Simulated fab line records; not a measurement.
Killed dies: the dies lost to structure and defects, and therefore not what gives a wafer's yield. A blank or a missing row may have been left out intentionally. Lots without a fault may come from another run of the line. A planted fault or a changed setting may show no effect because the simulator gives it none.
The tool behind it: which one? -- flow n5-finfet -- at 1 step of a route of 1938, 12 lots with 36 wafers sampled

WHAT THE GAUGES READ, wafer by wafer
N5_BEOL_M5_CD_MEAS_28: target cd 30.6 nm, target cd y 20 nm.
lot,measured,on,cd-nm (nm)
L075,day 8 12:28,cd-sem-02,30.92 30.94 30.95
L077,day 9 02:50,cd-sem-03,30.28 30.31 30.46
L080,day 9 13:11,cd-sem-02,30.72 30.58 30.52
L081,day 9 21:55,cd-sem-03,30.87 30.96 30.73
L082,day 10 11:21,cd-sem-01,30.53 30.49 30.60
L085,day 10 23:16,cd-sem-03,31.25 30.96 30.62
L087,day 11 18:15,cd-sem-03,30.59 30.08 30.17
L088,day 12 20:29,cd-sem-02,30.58 30.68 30.52
L091,day 13 01:50,cd-sem-01,30.94 30.72 30.50
L092,day 13 09:14,cd-sem-01,30.13 30.98 30.43
L095,day 14 00:59,cd-sem-03,30.16 30.53 30.56
L096,day 14 11:55,cd-sem-03,30.44 30.62 30.25

TOOL THAT RAN EACH LOT (tool first, then ch and the chambers of the sampled wafers, then the start)
Before these readings, the record contains no process step.

THE ANSWER, worked out from the rows above alone
Rule: the lots themselves supply what counts as usual. The widest of any qualifying gaps counts: lots, ordered by their means at a reading, are off when they make up no more than a third of the lots, leave a main group of 4 or more, and stand apart from it by 3 or more times the standard deviation of that group's means. A main group is skipped when, at the precision printed for the reading in the tables above, its means are all equal. A lot without any number at a reading at which 4 lots or more have one is off too. All remaining lots with rows at the step are treated as sound.
No lot is off on any of the readings shown, so nothing can be concluded from this.

WHAT THE SIMULATOR HAD PUT IN
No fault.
